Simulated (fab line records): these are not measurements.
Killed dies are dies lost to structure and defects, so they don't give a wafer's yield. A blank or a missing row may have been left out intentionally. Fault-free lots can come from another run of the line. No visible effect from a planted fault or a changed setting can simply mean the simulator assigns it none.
Which tool did it? -- flow nand-harc -- Sampling: 8 lots, 24 wafers, 2 of 1159 route steps

== WHAT EACH GAUGE READ, for each wafer ==
NHARC_P_M1_INSPECT_27. Usual: raw-defect-count at 316, with a standard deviation of 110.
lot,measured,on,raw-defect-count,flag
L450,day 6 02:55,defect-inspect-01,559 260 593,
L451,day 6 18:58,defect-inspect-01,253 251 394,
L453,day 6 21:25,defect-inspect-02,333 159 195,
L452,day 6 21:42,defect-inspect-02,314 273 337,
L454,day 7 04:00,defect-inspect-02,268 280 255,
L455,day 7 05:00,defect-inspect-02,144 381 251,
L463,day 9 22:28,defect-inspect-02,186 308 350,
L465,day 10 05:31,defect-inspect-01,466 208 348,

== WHAT TOOL EACH LOT RAN ON (gives the tool, then ch and the chambers of the sampled wafers, and finally the start) ==
lot,NHARC_P_M1_PVD_21
L450,"pvd-sputter-01, day 6 02:55 or earlier"
L451,"pvd-sputter-01, day 6 18:58 or earlier"
L453,"pvd-sputter-02, day 6 21:25 or earlier"
L452,"pvd-sputter-03, day 6 21:42 or earlier"
L454,"pvd-sputter-03, day 7 04:00 or earlier"
L455,"pvd-sputter-02, day 7 05:00 or earlier"
L463,"pvd-sputter-01, day 9 22:28 or earlier"
L465,"pvd-sputter-03, day 10 05:31 or earlier"
- NHARC_P_M1_PVD_21: deposits Cu, target thk 30 nm, time 20.49 s.

== AS READ BY THE TOOLS THEMSELVES (means over the sampled wafers that have a number; for cases with no such wafer, the mark the record gives instead) ==
NHARC_P_M1_PVD_21. Usual: substrate-temp-c 30.00 C, standard deviation 0.1; throttle-valve-pct 30.3 %, standard deviation 1.1.
lot,tool,substrate-temp-c (C),throttle-valve-pct (%),flag
L450,pvd-sputter-01,30.02,30.4,
L451,pvd-sputter-01,29.92,30.3,
L453,pvd-sputter-02,29.96,30.5,
L452,pvd-sputter-03,29.91,30.4,
L454,pvd-sputter-03,29.93,30.5,
L455,pvd-sputter-02,29.90,30.5,
L463,pvd-sputter-01,30.02,30.1,
L465,pvd-sputter-03,29.91,30.7,

== THE ANSWER, worked out from the rows above alone ==
Rule: lot off if the mean of its wafers having a number is beyond 3 standard deviations from the usual mean. A lot without any number at a reading at which 4 lots or more have one is off too. The other lots that the step has rows for count as sound. After the gauges, taken in route order, come the tools' own readings; for these a lot's mean is taken, as printed above. The first step at which some lot is off is used, and at that step the reading that is off furthest; a lot without a number counts as furthest.
Across all readings shown, no lot is off: no conclusion can be drawn from this.

== WHAT THE SIMULATOR HAD INSERTED ==
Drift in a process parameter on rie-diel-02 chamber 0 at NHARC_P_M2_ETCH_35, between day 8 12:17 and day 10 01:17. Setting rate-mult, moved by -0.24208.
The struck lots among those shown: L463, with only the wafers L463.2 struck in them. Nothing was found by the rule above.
